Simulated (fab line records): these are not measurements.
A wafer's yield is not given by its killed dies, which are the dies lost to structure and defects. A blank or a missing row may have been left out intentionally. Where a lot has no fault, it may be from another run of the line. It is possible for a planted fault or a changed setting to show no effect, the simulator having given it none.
fab line records	flow n5_finfet
record lots=5	wafers=15	last_day=17
route steps=1938 shown DUMMY_GATE@212
lots that met no fault: from a run of the same line without faults
start_h: start of the lot's first displayed wafer, in hours after the record's first day	wait_h: hours since the lot's step before	" as in the row above	L1.1+2: a single row standing in for several wafers	- no value present, or no start provided	* or withheld: withheld	< > ~ a bound
route shown NAME@n: a module of which the file shows steps, and the number in the route of the first	usual: mean and standard deviation over wafers with no fault	same: alike in all rows	chamber/n: place in a boat	sites: readings site by site	_std_site: the values' standard deviation	_edge_site: mean of outer sites minus mean of inner sites	radius_mm: for every site, how far away it sits from the centre of the wafer	mask NAME#n: copy n	behind: the tool/chamber that last shaped the wafer	hold: cause of the lot's hold/its duration in hours/its outcome	device: whichever transistor did not switch (one of n, p or np)	end of line: the tests these same wafers got at the end of their route	a step without rows: its recipe alone	killed: dies lost to structure and defects at the first sort, not the wafer's yield	map: a wafer's dies, marking killed ones x, the rest . and places with no die _
set.NAME: the setting that was run; set.NAME@STEP: the one run at that earlier step	model.NAME: the simulator's own value behind a step, which no gauge read
lots seen at some steps along the route; tables by step, rows by wafer
services: a tool's chamber out of use, with start hour (start_h, from the record's first day; less than 0 if before it), hours out, and reason
## steps
# step N5_DUMMY_GATE_PRECLEAN_00
# recipe chemistry=O3/DIW	time_s=60	temp_c=22	o3_ppm=10
lot.wafer	tool	chamber	start_h	wait_h
L075.1+2+5	wet_bench-03	6,4,3	43.65	0.0
L082.1+4+5	wet_bench-03	7,4,0	84.54	0.0
L086.1+3+6	wet_bench-02	7,3,0	108.66	0.0
L091.1+3+4	wet_bench-02	4,2,5	139.05	0.0
L096.1+2+5	wet_bench-03	5,0,1	168.54	0.0
# step N5_DUMMY_GATE_SRD_01
# recipe time_s=30	temp_c=23	rinse_liquid=diw	dry=ipa_marangoni
lot.wafer	tool	chamber	start_h	wait_h
L075.1+2+5	wet_bench-03	6,4,3	43.67	0.0
L082.1+4+5	wet_bench-03	7,4,0	84.56	0.0
L086.1+3+6	wet_bench-02	7,3,0	108.68	0.0
L091.1+3+4	wet_bench-02	4,2,5	139.07	0.0
L096.1+2+5	wet_bench-03	5,0,1	168.56	0.0
# step N5_DUMMY_GATE_ALD_02
# recipe material=SiO2	target_thk_a=20	temp_c=300	ald_precursor_family=BDEAS	ald_co_reactant=O2-plasma	pulse_time_s=1	pressure_torr=2
# usual heater_power_w=474/59	precursor_pulse_height_rel=0.998/0.021	susceptor_temp_C=299.98/0.19
lot.wafer	tool	chamber	start_h	wait_h	heater_power_w	precursor_pulse_height_rel	susceptor_temp_C
L075.1	ald_sin-02	3	43.72	0.0	523	0.971	300.27
L075.2	"	1	"	"	359	0.988	299.87
L075.5	"	3	"	"	517	1.003	300.34
L082.1	ald_sin-04	3	84.60	0.0	379	0.988	299.56
L082.4	"	2	"	"	489	0.987	300.06
L082.5	"	3	"	"	365	1.000	299.74
L086.1	ald_sin-01	2	109.45	0.8	553	0.987	300.10
L086.3	"	1	"	"	430	0.989	300.00
L086.6	"	1	"	"	427	0.974	299.83
L091.1	ald_sin-01	2	139.12	0.0	554	0.997	300.05
L091.3	"	0	"	"	466	0.983	299.87
L091.4	"	3	"	"	530	0.969	300.06
L096.1	ald_sin-02	3	168.97	0.4	480	1.015	299.78
L096.2	"	1	"	"	381	0.959	300.08
L096.5	"	2	"	"	460	1.013	299.98
# step N5_DUMMY_GATE_CVD_03
# recipe material=a-Si	target_thk_a=1500	temp_c=530	precursor=SiH4	time_s=8042
# usual susceptor_temp_C=529.97/0.16
lot.wafer	tool	chamber	start_h	wait_h	susceptor_temp_C
L075.1	lpcvd-02	1/90	43.82	0.1	529.99
L075.2	"	1/95	"	"	529.99
L075.5	"	1/109	"	"	529.99
L082.1	lpcvd-02	0/65	84.71	0.1	529.90
L082.4	"	0/79	"	"	529.90
L082.5	"	0/84	"	"	529.90
L086.1	lpcvd-02	0/90	116.27	6.8	530.06
L086.3	"	0/100	"	"	530.06
L086.6	"	0/114	"	"	530.06
L091.1	lpcvd-01	1/40	142.47	3.3	529.84
L091.3	"	1/50	"	"	529.84
L091.4	"	1/54	"	"	529.84
L096.1	lpcvd-02	0/15	169.08	0.1	530.35
L096.2	"	0/20	"	"	530.35
L096.5	"	0/34	"	"	530.35
# step N5_DUMMY_GATE_PRECLEAN_46
# recipe chemistry=DIW	time_s=89.5	temp_c=23
lot.wafer	tool	chamber	start_h	wait_h
L075.1+2+5	wet_bench-04	2,7,4	47.51	0.0
L082.1+4+5	wet_bench-04	4,1,0	88.40	0.0
L086.1+3+6	wet_bench-02	0,4,5	119.96	0.0
L091.1+3+4	wet_bench-03	2,1,5	146.15	0.0
L096.1+2+5	wet_bench-03	2,4,5	172.75	0.0
# step N5_DUMMY_GATE_SRD_47
# recipe dry_time_s=32	dry=n2_spin	spin_rpm=1500
# same dry_time_s=32
lot.wafer	tool	chamber	start_h	wait_h
L075.1+2+5	wet_bench-04	2,7,4	47.54	0.0
L082.1+4+5	wet_bench-04	4,1,0	88.42	0.0
L086.1+3+6	wet_bench-02	0,4,5	119.99	0.0
L091.1+3+4	wet_bench-03	2,1,5	146.17	0.0
L096.1+2+5	wet_bench-03	2,4,5	172.78	0.0
# step N5_DUMMY_GATE_CMP_04
# recipe material=a-Si	post_cmp_clean=alkaline_brush
# usual motor_current_A=10.3/0.77	time_to_endpoint_s=12.5/2.5
lot.wafer	tool	chamber	start_h	wait_h	motor_current_A	time_to_endpoint_s
L075.1	cmp-03	2	47.57	0.0	10.3	8.4
L075.2	"	3	"	"	9.8	13.5
L075.5	"	3	"	"	10.2	14.1
L082.4	cmp-02	0	88.49	0.1	9.4	13.2
L082.1	"	2	"	"	10.3	16.8
L082.5	"	0	"	"	9.6	12.0
L086.1	cmp-02	0	120.02	0.0	9.7	12.5
L086.3	"	3	"	"	10.5	16.2
L086.6	"	0	"	"	9.6	13.4
L091.3	cmp-03	1	146.24	0.1	10.6	10.9
L091.1	"	2	"	"	9.6	10.8
L091.4	"	3	"	"	10.2	14.4
L096.1	cmp-02	2	172.84	0.1	9.8	13.6
L096.2	"	3	"	"	10.1	13.4
L096.5	"	1	"	"	10.5	14.4
# step N5_DUMMY_GATE_THK_MEAS_05
# usual thk_nm=71.4/1.2
lot.wafer	tool	chamber	start_h	wait_h	thk_nm
L075.1	film_metro-01	-	47.81	0.2	70.2
L075.2	"	-	"	"	71.4
L075.5	"	-	"	"	71.3
L082.1	film_metro-02	-	88.69	0.1	73.2
L082.4	"	-	"	"	71.2
L082.5	"	-	"	"	71.0
L086.1	film_metro-02	-	120.26	0.2	68.9
L086.3	"	-	"	"	71.3
L086.6	"	-	"	"	70.2
L091.1	film_metro-02	-	146.45	0.1	70.3
L091.3	"	-	"	"	70.6
L091.4	"	-	"	"	72.3
L096.1	film_metro-01	-	173.05	0.2	69.8
L096.2	"	-	"	"	70.5
L096.5	"	-	"	"	71.7
# step N5_DUMMY_GATE_HM_DEP_06
# recipe material=SiNx	target_thk_a=800	precursor=DCS/NH3	temp_c=700	pressure_mtorr=300	time_s=5141
# usual susceptor_temp_C=699.99/0.2
lot.wafer	tool	chamber	start_h	wait_h	susceptor_temp_C
L075.1	lpcvd-01	0/40	47.84	0.0	699.64
L075.2	"	0/45	"	"	699.64
L075.5	"	0/59	"	"	699.64
L082.1	lpcvd-01	0/65	88.72	0.0	700.00
L082.4	"	0/79	"	"	700.00
L082.5	"	0/84	"	"	700.00
L086.1	lpcvd-01	0/65	123.35	3.1	699.76
L086.3	"	0/75	"	"	699.76
L086.6	"	0/89	"	"	699.76
L091.1	lpcvd-02	0/40	149.64	3.2	700.20
L091.3	"	0/50	"	"	700.20
L091.4	"	0/54	"	"	700.20
L096.1	lpcvd-01	0/90	173.08	0.0	700.14
L096.2	"	0/95	"	"	700.14
L096.5	"	0/109	"	"	700.14
# step N5_DUMMY_GATE_PECVD_30
# recipe material=SiO2	target_thk_a=550	temp_c=400	precursor=TEOS/O2	pressure_torr=6.5	rf_w=withheld	teos_flow_sccm=withheld	gas=O2	flow_sccm=2650	time_s=10.8
# usual susceptor_temp_C=399.99/0.21
lot.wafer	tool	chamber	start_h	wait_h	susceptor_temp_C
L075.1	pecvd-04	0	51.78	0.0	399.65
L075.2	"	2	"	"	399.92
L075.5	"	0	"	"	399.72
L082.1	pecvd-04	0	92.66	0.0	399.93
L082.4	"	0	"	"	399.58
L082.5	"	1	"	"	400.02
L086.1	pecvd-03	2	127.29	0.0	400.26
L086.3	"	1	"	"	399.98
L086.6	"	0	"	"	400.03
L091.1	pecvd-04	1	153.58	0.0	400.08
L091.3	"	2	"	"	400.10
L091.4	"	2	"	"	400.22
L096.1	pecvd-04	0	177.02	0.0	400.20
L096.2	"	2	"	"	399.74
L096.5	"	2	"	"	400.24
# step N5_DUMMY_GATE_COAT_34
# recipe resist=SOC	temp_c=250	time_s=60	spin_rpm=1500	resist_thk_nm=60
lot.wafer	tool	chamber	start_h	wait_h
L075.1+2+5	litho_track-01	0	51.84	0.0
L082.1+4+5	litho_track-02	0	92.72	0.0
L086.1+3+6	litho_track-01	0	127.35	0.0
L091.1+3+4	litho_track-02	0	153.63	0.0
L096.1+2+5	litho_track-02	0	177.08	0.0
# step N5_DUMMY_GATE_COAT_35
# recipe resist=SiARC	temp_c=220	time_s=60	spin_rpm=1500	resist_thk_nm=10
lot.wafer	tool	chamber	start_h	wait_h
L075.1+2+5	litho_track-01	0	-	-
L082.1+4+5	litho_track-02	0	-	-
L086.1+3+6	litho_track-01	0	-	-
L091.1+3+4	litho_track-02	0	-	-
L096.1+2+5	litho_track-02	0	-	-
# step N5_DUMMY_GATE_COAT_28
# recipe resist=underlayer	temp_c=205	time_s=60	spin_rpm=1500	resist_thk_nm=10
lot.wafer	tool	chamber	start_h	wait_h
L075.1+2+5	litho_track-01	0	-	-
L082.1+4+5	litho_track-02	0	-	-
L086.1+3+6	litho_track-01	0	-	-
L091.1+3+4	litho_track-02	0	-	-
L096.1+2+5	litho_track-02	0	-	-
# step N5_DUMMY_GATE_COAT_09
# recipe resist=CAR-EUV	spin_rpm=1500	resist_thk_nm=30
lot.wafer	tool	chamber	start_h	wait_h
L075.1+2+5	litho_track-01	0	-	-
L082.1+4+5	litho_track-02	0	-	-
L086.1+3+6	litho_track-01	0	-	-
L091.1+3+4	litho_track-02	0	-	-
L096.1+2+5	litho_track-02	0	-	-
# step N5_DUMMY_GATE_EBR_11
# recipe solvent=PGMEA	ebr_width_mm=1.5
lot.wafer	tool	chamber	start_h	wait_h
L075.1+2+5	litho_track-01	0	-	-
L082.1+4+5	litho_track-02	0	-	-
L086.1+3+6	litho_track-01	0	-	-
L091.1+3+4	litho_track-02	0	-	-
L096.1+2+5	litho_track-02	0	-	-
# step N5_DUMMY_GATE_SOFTBAKE_10
# recipe temp_c=110	time_s=60	resist=CAR-EUV
lot.wafer	tool	chamber	start_h	wait_h
L075.1+2+5	litho_track-01	0	-	-
L082.1+4+5	litho_track-02	0	-	-
L086.1+3+6	litho_track-01	0	-	-
L091.1+3+4	litho_track-02	0	-	-
L096.1+2+5	litho_track-02	0	-	-
# step N5_DUMMY_GATE_EXPOSE_12
# recipe mask_id=GATE	na=0.33	source_shape=annular	sigma_inner=0.2	sigma_outer=0.6	polarization=unpolarized	target_cd_nm=25	dose_mj=34
# same na=0.33
lot.wafer	tool	chamber	start_h	wait_h	mask
L075.1+2+5	euv_scanner-02	0	52.10	-	GATE#0
L082.1+4+5	euv_scanner-01	0	92.86	-	GATE#0
L086.1+3+6	euv_scanner-02	0	128.41	-	GATE#0
L091.1+3+4	euv_scanner-01	0	153.77	-	GATE#0
L096.1+2+5	euv_scanner-02	0	177.22	-	GATE#0
# step N5_DUMMY_GATE_PEB_13
# recipe peb_temp_c=100	peb_time_s=60	resist=CAR-EUV
lot.wafer	tool	chamber	start_h	wait_h
L075.1+2+5	litho_track-01	0	52.16	0.1
L082.1+4+5	litho_track-01	0	92.92	0.1
L086.1+3+6	litho_track-04	0	128.47	0.1
L091.1+3+4	litho_track-02	0	153.83	0.1
L096.1+2+5	litho_track-02	0	177.28	0.1
# step N5_DUMMY_GATE_DEVELOP_14
# recipe develop_time_s=30	developer=TMAH	resist=CAR-EUV	rinse_liquid=surfactant_rinse	dry=air_spin	dev_temp_c=23
lot.wafer	tool	chamber	start_h	wait_h
L075.1+2+5	litho_track-01	0	-	-
L082.1+4+5	litho_track-01	0	-	-
L086.1+3+6	litho_track-04	0	-	-
L091.1+3+4	litho_track-02	0	-	-
L096.1+2+5	litho_track-02	0	-	-
# step N5_DUMMY_GATE_CD_MEAS_15
# recipe target_cd_nm=25.8	landing_energy_ev=500	detector=se_inlens
# usual cd_nm=25.05/0.21
# same landing_energy_ev=500
lot.wafer	tool	chamber	start_h	wait_h	cd_nm
L075.1	cd_sem-03	0	52.23	-	25.40
L075.2	"	0	"	"	25.13
L075.5	"	0	"	"	25.16
L082.1	cd_sem-01	0	92.99	-	24.82
L082.4	"	0	"	"	25.03
L082.5	"	0	"	"	24.98
L086.1	cd_sem-01	0	128.54	-	25.12
L086.3	"	0	"	"	25.22
L086.6	"	0	"	"	25.27
L091.1	cd_sem-03	0	153.90	-	24.99
L091.3	"	0	"	"	25.16
L091.4	"	0	"	"	25.27
L096.1	cd_sem-01	0	177.34	-	25.00
L096.2	"	0	"	"	25.17
L096.5	"	0	"	"	25.05
# step N5_DUMMY_GATE_OVL_MEAS_16
# recipe points_per_wafer=522
# usual GATE_OVL=0.3/0.65
lot.wafer	tool	chamber	start_h	wait_h	GATE_OVL[nm]
L075.1	overlay-02	0	52.27	0.0	-0.5
L075.2	"	0	"	"	-0.3
L075.5	"	0	"	"	0.0
L082.1	overlay-01	0	93.03	0.0	2.2
L082.4	"	0	"	"	1.4
L082.5	"	0	"	"	1.3
L086.1	overlay-02	0	128.58	0.0	0.0
L086.3	"	0	"	"	0.3
L086.6	"	0	"	"	-0.1
L091.1	overlay-02	0	153.94	0.0	0.7
L091.3	"	0	"	"	0.9
L091.4	"	0	"	"	0.8
L096.1	overlay-01	0	177.38	0.0	0.0
L096.2	"	0	"	"	-0.5
L096.5	"	0	"	"	-0.7
# step N5_DUMMY_GATE_INSPECT_17
# recipe mode=adi	inspect_instrument=brightfield
# usual raw_defect_count=207/55
lot.wafer	tool	chamber	start_h	wait_h	raw_defect_count
L075.1	defect_inspect-01	-	52.33	0.1	156
L075.2	"	-	"	"	120
L075.5	"	-	"	"	213
L082.1	defect_inspect-01	-	93.08	0.1	148
L082.4	"	-	"	"	145
L082.5	"	-	"	"	292
L086.1	defect_inspect-02	-	128.64	0.1	157
L086.3	"	-	"	"	115
L086.6	"	-	"	"	137
L091.1	defect_inspect-02	-	154.00	0.1	214
L091.3	"	-	"	"	204
L091.4	"	-	"	"	206
L096.1	defect_inspect-02	-	177.44	0.1	247
L096.2	"	-	"	"	151
L096.5	"	-	"	"	277
# step N5_DUMMY_GATE_DESCUM_20
# recipe chemistry=O2	time_s=6.2	source_power_w=50	bias_power_w=20	pressure_mtorr=20	rf_frequency_hz=2.712e+07	temp_c=40	resist=CAR-EUV	o2_flow_sccm=225
# usual chamber_pressure_mTorr=20.003/0.018	drypump_motor_current_A=5.6/0.45	oes_product_au=0.76/0.087	rf_fwd_power_W=49.67/0.18	rf_vpp_V=243.0/1.4	showerhead_plenum_p_Torr=2.08/0.064	throttle_valve_pct=20.29/0.26
lot.wafer	tool	chamber	start_h	wait_h	chamber_pressure_mTorr	drypump_motor_current_A	oes_product_au	rf_fwd_power_W	rf_hours_counter_h	rf_vpp_V	showerhead_plenum_p_Torr	throttle_valve_pct
L075.1	rie_diel-03	3	52.36	0.0	19.997	5.7	0.71	49.82	198	242.3	2.08	20.49
L075.2	"	0	"	"	20.006	6.0	0.71	49.84	198	243.0	2.05	20.02
L075.5	"	2	"	"	20.059	5.0	0.71	49.83	-	245.7	2.13	20.25
L082.1	rie_diel-03	3	93.37	0.3	19.985	5.7	0.69	49.80	209	244.2	2.08	20.51
L082.4	"	0	"	"	19.988	6.0	0.70	49.57	210	243.0	2.05	20.05
L082.5	"	0	"	"	19.999	6.0	0.70	49.54	-	242.7	2.05	20.02
L086.1	rie_diel-03	3	128.67	0.0	20.021	5.7	0.69	50.04	220	243.0	2.07	20.53
L086.3	"	0	"	"	20.005	6.1	0.70	49.70	222	242.9	2.05	20.06
L086.6	"	0	"	"	20.015	6.1	0.69	49.71	-	244.3	2.05	20.05
L091.1	rie_diel-04	1	154.03	0.0	19.999	5.7	0.77	49.72	133	240.6	1.93	20.23
L091.3	"	0	"	"	20.003	5.8	0.69	49.72	234	242.9	2.05	20.61
L091.4	"	3	"	"	19.981	5.2	0.69	49.86	199	240.7	1.99	20.25
L096.1	rie_diel-01	2	177.48	0.0	20.002	5.2	0.77	49.26	133	241.7	2.02	20.33
L096.2	"	3	"	"	20.019	5.6	0.74	49.67	150	247.1	2.17	20.17
L096.5	"	3	"	"	20.031	5.6	0.76	49.73	-	244.1	2.17	20.16
# step N5_DUMMY_GATE_ETCH_29
# recipe chemistry=N2/H2	target=underlayer	target_depth_a=130	ion_energy_ev=200	pressure_mtorr=30	source_w=840	bias_w=150	n2_flow_sccm=200	h2_flow_sccm=200
# usual chamber_pressure_mTorr=30.000/0.025	drypump_motor_current_A=5.7/0.45	oes_product_au=0.76/0.084	rf_fwd_power_W=832/3.6	rf_vpp_V=523.6/2.5	showerhead_plenum_p_Torr=2.54/0.082	throttle_valve_pct=17.83/0.28
lot.wafer	tool	chamber	start_h	wait_h	chamber_pressure_mTorr	drypump_motor_current_A	oes_product_au	rf_fwd_power_W	rf_hours_counter_h	rf_vpp_V	showerhead_plenum_p_Torr	throttle_valve_pct
L075.1	rie_diel-03	3	52.43	0.0	30.000	5.7	0.71	829	198	523.4	2.54	18.10
L075.2	"	0	"	"	29.996	6.1	0.70	833	198	524.2	2.51	17.58
L075.5	"	2	"	"	30.014	5.0	0.71	830	-	527.5	2.63	17.87
L082.1	rie_diel-03	3	93.44	0.0	30.045	5.7	0.69	834	209	523.4	2.53	18.10
L082.4	"	0	"	"	30.042	6.0	0.70	830	210	523.2	2.51	17.60
L082.5	"	0	"	"	29.984	6.1	0.69	830	-	522.0	2.51	17.60
L086.1	rie_diel-03	3	128.74	0.0	29.994	5.7	0.69	833	220	522.2	2.53	18.12
L086.3	"	0	"	"	30.020	6.0	0.69	835	222	523.5	2.50	17.61
L086.6	"	0	"	"	29.989	6.0	0.69	838	-	521.6	2.50	17.62
L091.1	rie_diel-04	1	154.10	0.0	30.038	5.7	0.77	831	133	517.3	2.34	17.59
L091.3	"	0	"	"	30.045	5.8	0.70	835	234	522.3	2.51	18.25
L091.4	"	3	"	"	30.006	5.1	0.71	828	199	519.3	2.42	17.72
L096.1	rie_diel-01	2	177.54	0.0	29.977	5.2	0.78	824	133	521.0	2.44	17.73
L096.2	"	3	"	"	29.989	5.6	0.76	827	150	527.3	2.66	17.78
L096.5	"	3	"	"	29.995	5.6	0.75	832	-	526.3	2.66	17.80
# step N5_DUMMY_GATE_ETCH_36
# recipe chemistry=CF4	target=SiARC	target_depth_a=130	pressure_mtorr=40	source_w=545	bias_w=36	Ar_flow_sccm=100	cf4_flow_sccm=100	ion_energy_ev=80
# usual chamber_pressure_mTorr=40.00/0.035	drypump_motor_current_A=5.6/0.45	mfc_ar_sccm=100.0/0.3	oes_product_au=0.76/0.084	rf_fwd_power_W=539.5/2.3	rf_vpp_V=184.1/1.2	showerhead_plenum_p_Torr=2.14/0.066	throttle_valve_pct=15.56/0.26
lot.wafer	tool	chamber	start_h	wait_h	chamber_pressure_mTorr	drypump_motor_current_A	mfc_ar_sccm	oes_product_au	rf_fwd_power_W	rf_hours_counter_h	rf_vpp_V	showerhead_plenum_p_Torr	throttle_valve_pct
L075.1	rie_diel-03	3	52.47	0.0	40.00	5.7	100.3	0.70	541.0	198	181.3	2.14	15.77
L075.2	"	0	"	"	39.96	6.0	99.6	0.72	537.7	198	186.1	2.11	15.39
L075.5	"	2	"	"	39.97	5.0	100.2	0.70	539.6	-	184.9	2.20	15.64
L082.1	rie_diel-03	3	93.48	0.0	39.90	5.7	100.5	0.70	540.5	209	183.8	2.14	15.81
L082.4	"	0	"	"	39.98	6.0	100.7	0.71	539.3	210	183.7	2.11	15.41
L082.5	"	0	"	"	40.03	6.1	100.5	0.70	539.3	-	183.8	2.11	15.44
L086.1	rie_diel-03	3	128.78	0.0	40.02	5.7	99.9	0.69	540.4	220	182.8	2.13	15.82
L086.3	"	0	"	"	40.04	6.0	99.5	0.69	542.4	222	183.4	2.11	15.44
L086.6	"	0	"	"	39.94	6.0	99.8	0.70	541.2	-	183.9	2.11	15.44
L091.1	rie_diel-04	1	154.14	0.0	40.05	5.7	100.1	0.77	539.1	133	182.3	1.98	15.35
L091.3	"	0	"	"	40.00	5.8	100.0	0.70	540.7	234	184.2	2.10	15.89
L091.4	"	3	"	"	40.00	5.1	99.8	0.72	537.1	199	181.0	2.04	15.55
L096.1	rie_diel-01	2	177.58	0.0	40.00	5.2	100.1	0.78	536.2	133	182.8	2.07	15.54
L096.2	"	3	"	"	40.03	5.6	100.2	0.76	540.2	150	184.5	2.24	15.50
L096.5	"	3	"	"	40.05	5.6	99.8	0.75	539.3	-	185.0	2.24	15.50
# step N5_DUMMY_GATE_ETCH_37
# recipe chemistry=N2/H2	target=SOC	target_depth_a=600	overetch_a=300	temp_c=40	ion_energy_ev=200	pressure_mtorr=30	source_w=840	bias_w=150	n2_flow_sccm=200	h2_flow_sccm=200
# usual chamber_pressure_mTorr=29.999/0.029	drypump_motor_current_A=5.7/0.45	oes_product_au=0.60/0.066	rf_fwd_power_W=832/3.5	rf_vpp_V=523.5/2.4	showerhead_plenum_p_Torr=2.54/0.082	throttle_valve_pct=17.76/0.27
lot.wafer	tool	chamber	start_h	wait_h	chamber_pressure_mTorr	drypump_motor_current_A	oes_product_au	rf_fwd_power_W	rf_hours_counter_h	rf_vpp_V	showerhead_plenum_p_Torr	throttle_valve_pct
L075.1	rie_diel-03	3	52.51	0.0	29.921	5.7	0.56	837	198	524.0	2.54	18.00
L075.2	"	0	"	"	29.978	6.0	0.56	829	198	523.0	2.51	17.52
L075.5	"	2	"	"	29.968	5.1	0.56	837	-	526.0	2.63	17.82
L082.1	rie_diel-03	3	93.52	0.0	30.002	5.7	0.56	835	209	523.8	2.53	18.03
L082.4	"	0	"	"	29.965	6.0	0.55	831	210	523.4	2.51	17.55
L082.5	"	0	"	"	29.987	6.1	0.56	832	-	522.8	2.51	17.53
L086.1	rie_diel-03	3	128.82	0.0	30.014	5.7	0.55	837	220	522.7	2.53	18.04
L086.3	"	0	"	"	30.003	6.1	0.54	841	222	524.1	2.50	17.55
L086.6	"	0	"	"	30.003	6.0	0.54	835	-	523.2	2.50	17.54
L091.1	rie_diel-04	1	154.18	0.0	29.987	5.7	0.60	828	133	517.1	2.34	17.53
L091.3	"	0	"	"	30.030	5.8	0.55	838	234	523.0	2.51	18.18
L091.4	"	3	"	"	30.032	5.1	0.56	829	199	521.5	2.42	17.64
L096.1	rie_diel-01	2	177.62	0.0	30.004	5.2	0.62	825	133	519.7	2.44	17.69
L096.2	"	3	"	"	30.011	5.6	0.60	833	150	526.1	2.66	17.72
L096.5	"	3	"	"	30.014	5.6	0.61	835	-	524.9	2.66	17.73
# step N5_DUMMY_GATE_STRIP_38
# recipe chemistry=N2/H2	temp_c=40	n2_flow_sccm=200	h2_flow_sccm=200	rf_frequency_hz=6e+07
lot.wafer	tool	chamber	start_h	wait_h
L075.1+2+5	rie_diel-03	3,0,2	52.55	0.0
L082.1+4+5	rie_diel-03	3,0,0	93.56	0.0
L086.1+3+6	rie_diel-03	3,0,0	128.86	0.0
L091.1+3+4	rie_diel-04	1,0,3	154.22	0.0
L096.1+2+5	rie_diel-01	2,3,3	177.66	0.0
# step N5_DUMMY_GATE_STRIP_39
# recipe chemistry=N2/H2	temp_c=40	n2_flow_sccm=200	h2_flow_sccm=200	rf_frequency_hz=6e+07
lot.wafer	tool	chamber	start_h	wait_h
L075.1+2+5	rie_diel-03	3,0,2	52.56	0.0
L082.1+4+5	rie_diel-03	3,0,0	93.57	0.0
L086.1+3+6	rie_diel-03	3,0,0	128.87	0.0
L091.1+3+4	rie_diel-04	1,0,3	154.23	0.0
L096.1+2+5	rie_diel-01	2,3,3	177.67	0.0
# step N5_DUMMY_GATE_TRIM_49
# recipe chemistry=O2	resist=SOC	time_s=29	target_cd_nm=14	source_power_w=300	bias_power_w=0	O2_flow_sccm=100	temp_c=20
# usual chamber_pressure_mTorr=60.01/0.053	drypump_motor_current_A=5.7/0.45	oes_product_au=1.002/0.018	rf_fwd_power_W=298.5/0.94	throttle_valve_pct=8.12/0.17
lot.wafer	tool	chamber	start_h	wait_h	chamber_pressure_mTorr	drypump_motor_current_A	oes_product_au	rf_fwd_power_W	rf_hours_counter_h	throttle_valve_pct
L075.1	rie_si-05	0	52.59	0.0	60.08	6.1	0.973	298.9	193	8.47
L075.2	"	2	"	"	60.08	5.4	1.002	298.4	50	8.03
L075.5	"	3	"	"	60.01	6.5	1.002	297.7	-	8.22
L082.1	rie_si-06	3	93.60	0.0	59.98	5.9	1.010	298.9	162	8.31
L082.4	"	1	"	"	60.04	5.0	0.980	298.6	1	7.99
L082.5	"	3	"	"	60.02	5.9	1.002	298.5	-	8.32
L086.1	rie_si-05	3	128.90	0.0	59.99	6.5	1.001	299.1	29	8.21
L086.3	"	2	"	"	60.06	5.3	1.008	298.9	51	8.04
L086.6	"	0	"	"	59.97	6.0	0.987	299.8	-	8.47
L091.1	rie_si-05	1	154.26	0.0	60.03	5.4	1.011	299.0	0	8.08
L091.3	"	3	"	"	59.99	6.5	1.005	298.6	30	8.21
L091.4	"	3	"	"	60.10	6.5	0.997	298.6	-	8.22
L096.1	rie_si-06	3	177.70	0.0	60.03	5.9	1.009	299.2	164	8.31
L096.2	"	0	"	"	59.95	5.6	0.991	299.1	4	7.94
L096.5	"	3	"	"	59.95	5.9	1.003	298.5	-	8.33
# step N5_DUMMY_GATE_STRIP_40
# recipe chemistry=CF4	resist=SiARC	power_w=300	bias_power_w=75	pressure_mtorr=50	cf4_flow_sccm=150	rf_frequency_hz=6e+07
# usual chamber_pressure_mTorr=50.00/0.061	drypump_motor_current_A=5.7/0.44	oes_product_au=0.74/0.078	power_w=299.9/0.93	rf_fwd_power_W=292.7/0.86	rf_vpp_V=271.0/1.6	showerhead_plenum_p_Torr=1.79/0.056	throttle_valve_pct=13.58/0.27
lot.wafer	tool	chamber	start_h	wait_h	chamber_pressure_mTorr	drypump_motor_current_A	oes_product_au	power_w	rf_fwd_power_W	rf_hours_counter_h	rf_vpp_V	showerhead_plenum_p_Torr	throttle_valve_pct
L075.1	rie_diel-04	3	52.69	0.1	50.07	5.2	0.71	300.8	293.5	169	267.0	1.72	13.46
L075.2	"	2	"	"	49.86	6.2	0.94	300.5	292.2	11	271.8	1.83	12.98
L075.5	"	0	"	"	49.99	5.7	0.71	298.5	293.0	-	271.3	1.78	13.86
L082.1	rie_diel-01	2	93.84	0.2	50.08	5.2	0.80	300.0	293.3	105	270.5	1.74	13.46
L082.4	"	1	"	"	49.95	5.8	0.87	301.1	292.2	48	271.7	1.76	13.23
L082.5	"	3	"	"	50.07	5.6	0.78	299.5	291.7	-	273.2	1.88	13.44
L086.1	rie_diel-03	1	129.00	0.1	49.97	6.3	0.70	299.3	293.1	225	272.3	1.84	13.97
L086.3	"	3	"	"	50.04	5.7	0.69	301.7	292.5	220	270.7	1.79	13.81
L086.6	"	3	"	"	50.06	5.7	0.68	301.8	293.1	-	270.3	1.79	13.84
L091.1	rie_diel-01	3	154.35	0.1	49.93	5.6	0.77	302.1	292.6	143	273.2	1.88	13.47
L091.3	"	2	"	"	49.91	5.2	0.78	299.3	292.6	125	271.3	1.74	13.52
L091.4	"	1	"	"	50.01	5.7	0.85	299.2	292.9	-	269.3	1.75	13.27
L096.1	rie_diel-04	3	177.80	0.1	49.95	5.2	0.69	300.5	293.3	205	268.3	1.71	13.55
L096.2	"	0	"	"	49.94	5.8	0.68	299.6	292.9	241	270.8	1.77	13.94
L096.5	"	0	"	"	50.05	5.8	0.68	300.3	292.7	-	270.0	1.77	13.92
# step N5_DUMMY_GATE_CD_MEAS_50
# recipe target_cd_nm=14
# usual cd_nm=14.0/0.34
lot.wafer	tool	chamber	start_h	wait_h	cd_nm
L075.1	cd_sem-03	-	52.74	0.0	13.7
L075.2	"	-	"	"	13.9
L075.5	"	-	"	"	13.9
L082.1	cd_sem-01	-	93.89	0.0	14.0
L082.4	"	-	"	"	14.3
L082.5	"	-	"	"	13.6
L086.1	cd_sem-02	-	129.05	0.0	13.7
L086.3	"	-	"	"	13.7
L086.6	"	-	"	"	13.9
L091.1	cd_sem-02	-	154.40	0.0	13.5
L091.3	"	-	"	"	14.0
L091.4	"	-	"	"	13.9
L096.1	cd_sem-02	-	177.85	0.0	13.6
L096.2	"	-	"	"	14.5
L096.5	"	-	"	"	14.1
## services
tool	chamber	start_h	hours	kind
cmp-03	-	21.96	1.9	repair
euv_scanner-02	-	23.79	4.6	pm
pecvd-04	-	30.47	2.8	pm
euv_scanner-01	-	48.78	1.0	pm
cmp-03	-	53.80	7.9	pm
cmp-03	-	66.27	10.2	pm
euv_scanner-02	-	71.28	1.0	pm
wet_bench-04	-	75.31	4.4	pm
euv_scanner-02	-	76.71	12.0	pm
cmp-03	-	78.14	0.2	repair
ald_sin-02	-	87.48	14.0	pm
rie_diel-04	0	90.90	7.5	repair
cmp-03	-	99.29	1.0	repair
ald_sin-02	-	101.48	2.8	pm
euv_scanner-01	-	104.93	1.0	pm
lpcvd-02	-	109.44	6.0	pm
cmp-03	-	112.91	4.7	repair
lpcvd-02	-	115.44	0.8	pm
lpcvd-01	-	117.24	6.1	pm
pecvd-04	-	120.08	3.5	repair
euv_scanner-02	-	127.40	1.0	pm
lpcvd-02	-	131.13	14.6	pm
rie_diel-04	1	136.39	8.7	repair
ald_sin-01	0	155.73	9.2	repair
## key
fault none
